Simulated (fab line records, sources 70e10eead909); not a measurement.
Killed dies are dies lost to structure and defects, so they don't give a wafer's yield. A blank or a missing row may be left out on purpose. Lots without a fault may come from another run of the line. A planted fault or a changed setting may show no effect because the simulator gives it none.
A struck lot beside a sound one | flow nand_harc | 23 steps out of a route of 1159
Sound: wafers L626.3, L626.4, L626.5. Struck: wafer L636.6. (L636.4, L636.5 of the same lot were not struck and are left out.) The cause comes at the end.
At each step with rows: each side's tool, then ch and its chambers, then its first start. Under that, the readings that differ: sound wafers | struck wafers | difference of the means | sigmas: that difference in standard deviations of wafers without a fault.
alike: readings whose means differ by less than 2 such deviations, and words and numbers that are the same on both sides. not compared: withheld readings, readings that some wafer has no value for, bounds like >300 that may hide the same value, and numbers for which the record gives no deviation and whose values overlap.
The two part at a step that has a row with sigmas, a row that says differs or no value, or rows on one side only. Numbers that don't overlap but have no deviation are shown without sigmas and don't part them. A reading that every wafer of one side lacks parts them only if that side has two wafers or more.

NHARC_A_CONTACT_CVD_19: deposits W, target thk 300 nm, time 802 s.
  sound on cvd_w-01 ch 0,1; struck on cvd_w-02 ch 1
  alike: chamber_pressure_Torr, heater_power_outer_w, heater_power_w, throttle_valve_pct
NHARC_A_CONTACT_CMP_20: polishes, t overpolish 30 s, target thk 300 nm.
  sound on cmp-01 ch 1,2, day 17 15:05; struck on cmp-02 ch 0, day 21 04:16
  alike: motor_current_A, overpolish_run_s, time_to_endpoint_s
then, 1 step without rows for these wafers: NHARC_A_CONTACT_SRD_22.
NHARC_A_CONTACT_INSPECT_23:
  sound on defect_inspect-01, day 17 15:29; struck on defect_inspect-02, day 21 04:39
  alike: raw_defect_count
then, 7 steps without rows for these wafers: NHARC_A_BLC_DEHYDRATE_00 (time 120 s); NHARC_A_BLC_HMDS_01 (time 30 s); NHARC_A_BLC_COAT_02 (time 75 s); NHARC_A_BLC_COAT_03 (time 65 s); NHARC_A_BLC_COAT_04 (resist thk 90 nm); NHARC_A_BLC_SOFTBAKE_05 (time 55 s); NHARC_A_BLC_EBR_06.
NHARC_A_BLC_EXPOSE_07: exposes mask A BLC, target cd 100 nm.
  sound on arfi_scanner-02 ch 0, day 17 15:52; struck on arfi_scanner-01 ch 0, day 21 04:54
  alike: mask
then, 2 steps without rows for these wafers: NHARC_A_BLC_PEB_08 (peb time 65 s); NHARC_A_BLC_DEVELOP_09 (develop time 35 s).
NHARC_A_BLC_CD_MEAS_10: target cd 100 nm.
  sound on cd_sem-01 ch 0, day 17 16:01; struck on cd_sem-02 ch 0, day 21 05:02
  reading    | sound          | struck | difference | sigmas
  cd_nm (nm) | 99.3 99.2 98.8 | 94.5   | -4.6       | -5
NHARC_A_BLC_OVL_MEAS_11:
  sound on overlay-02, day 17 16:05; struck on overlay-02, day 21 05:07
  alike: overlay_x_nm, overlay_y_nm
NHARC_A_BLC_INSPECT_12:
  sound on defect_inspect-01, day 17 16:08; struck on defect_inspect-01, day 21 05:09
  alike: raw_defect_count
NHARC_A_BLC_DESCUM_15: chemistry O2, time 3 s.
  sound on rie_diel-07 ch 0,2,3, day 17 16:13; struck on rie_diel-02 ch 1, day 21 05:14
  reading                        | sound             | struck | difference | sigmas
  chamber_pressure_mTorr (mTorr) | 59.95 59.94 59.97 | 60.09  | +0.14      | +2
  model.A_BLC.cd_nm (nm)         | 98.96 98.09 99.59 | 95.47  | -3.41      |
  alike: drypump_motor_current_A, oes_product_au, rf_vpp_V, showerhead_plenum_p_Torr, throttle_valve_pct
  not compared: rf_hours_counter_h
NHARC_A_BLC_ETCH_16: etches the open film in CF4, target depth 39 nm, time 65 s.
  sound on rie_diel-07 ch 0,1,2, day 17 16:17; struck on rie_diel-02 ch 0, day 21 05:18
  alike: chamber_pressure_mTorr, drypump_motor_current_A, oes_product_au, rf_vpp_V, showerhead_plenum_p_Torr, throttle_valve_pct
  not compared: rf_hours_counter_h
NHARC_A_BLC_ETCH_17: etches the open film in N2/H2, target depth 390 nm, time 609.38 s.
  sound on rie_diel-07 ch 0,2,3; struck on rie_diel-02 ch 2
  alike: chamber_pressure_mTorr, drypump_motor_current_A, oes_product_au, rf_vpp_V, showerhead_plenum_p_Torr, throttle_valve_pct
  not compared: rf_hours_counter_h
NHARC_A_BLC_ETCH_18: etches the open film in C4F8/O2/Ar, target depth 910 nm.
  sound on rie_diel-07 ch 0,2,3; struck on rie_diel-02 ch 1
  reading                | sound             | struck | difference | sigmas
  oes_product_au (a.u.)  | 0.984 0.995 0.975 | 0.915  | -0.070     | -3
  model.A_BLC.cd_nm (nm) | 103 96.8 101      | 94.09  | -6.18      |
  alike: chamber_pressure_mTorr, rf_vpp_V
  not compared: rf_hours_counter_h
NHARC_A_BLC_CD_MEAS_19:
  sound on cd_sem-02, day 17 17:10; struck on cd_sem-03, day 21 06:11
  reading    | sound            | struck | difference | sigmas
  cd_nm (nm) | 103.0 96.7 100.8 | 94.0   | -6.2       | -2
NHARC_END_SORT_01:
  the record has rows for the sound wafers here (prober-01 ch 0, day 19 15:07) and none for the struck ones

WHERE THEY PART
First at NHARC_A_BLC_CD_MEAS_10; last, within this record, at NHARC_END_SORT_01.

WHY: what the simulator had put in
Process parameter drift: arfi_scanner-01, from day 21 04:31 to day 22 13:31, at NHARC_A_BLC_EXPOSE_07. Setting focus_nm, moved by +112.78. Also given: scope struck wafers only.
